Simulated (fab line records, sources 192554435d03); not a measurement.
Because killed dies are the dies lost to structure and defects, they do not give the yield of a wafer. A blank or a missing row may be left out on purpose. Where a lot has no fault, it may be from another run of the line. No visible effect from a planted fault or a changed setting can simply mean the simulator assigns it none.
Matching of chambers ; flow n5_finfet ; N5_MOL_CONTACT_COAG_ETCH_67 on rie_diel-02 has 4 sister chambers
The step etches SOC in N2/H2, target depth 60 nm, overetch 21 nm, time 101.2 s. 18 wafers are shown with their chamber, then 9 later ones without.

== WAFERS, EACH WITH ITS CHAMBER ==
wafer;chamber;drypump_motor_current_A (A);throttle_valve_pct (%);oes_product_au (a.u.)
L076.1;3;6.1;17.47;0.62
L076.2;1;5.6;17.95;0.59
L076.3;0;6.0;17.92;0.74
L076.4;3;6.1;17.46;0.62
L076.5;1;5.6;17.96;0.58
L076.6;0;5.9;17.92;0.73
L078.4;0;6.0;17.94;0.72
L078.5;2;5.3;17.45;0.79
L078.6;3;6.1;17.47;0.62
L088.2;1;5.6;17.50;0.78
L088.3;2;5.4;17.50;0.74
L088.6;2;5.4;17.49;0.74
L089.1;0;6.0;17.99;0.70
L089.2;1;5.6;17.51;0.77
L089.5;2;5.4;17.50;0.74
L090.3;2;5.4;17.50;0.74
L090.5;1;5.5;17.52;0.77
L090.6;2;5.4;17.49;0.73

SIGNATURES, as means of the wafers listed above
reading;chamber 0;chamber 1;chamber 2;chamber 3;scatter within a chamber
drypump_motor_current_A;5.975;5.580;5.383;6.100;0.0413
throttle_valve_pct;17.9425;17.6880;17.4883;17.4667;0.132
oes_product_au;0.7225;0.6980;0.7467;0.6200;0.0573
Rule: a wafer's distance from a chamber is the root of the sum, over the readings, of the square of ((its reading less the chamber's mean) divided by the reading's scatter). The wafer belongs to the nearest chamber; if the next one is less than 2 further off, it can't be placed. The scatter: take each reading less its chamber's mean, square it, sum over the shown wafers, divide by the number of wafers less the number of chambers, and take the root.

== WAFERS WITH NO CHAMBER GIVEN ==
wafer;drypump_motor_current_A (A);throttle_valve_pct (%);oes_product_au (a.u.)
L092.3;5.5;17.51;0.75
L092.4;6.1;17.52;0.60
L092.5;6.0;17.98;0.69
L094.1;5.3;17.53;0.72
L094.4;6.1;17.53;0.59
L094.5;5.6;17.54;0.75
L096.2;5.4;17.51;0.72
L096.3;5.6;17.53;0.74
L096.5;6.0;18.01;0.68

== THE CHAMBER EACH PASSED THROUGH ==
wafer;from the rows above;in truth
L092.3;can't be placed: 1 or 2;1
L092.4;3;3
L092.5;0;0
L094.1;2;2
L094.4;3;3
L094.5;1;1
L096.2;2;2
L096.3;1;1
L096.5;0;0
Correctly placed: 8 of 9. From these rows, 1 cannot be placed; in 1 the true chamber is one of the candidates. Wrongly placed: 0.
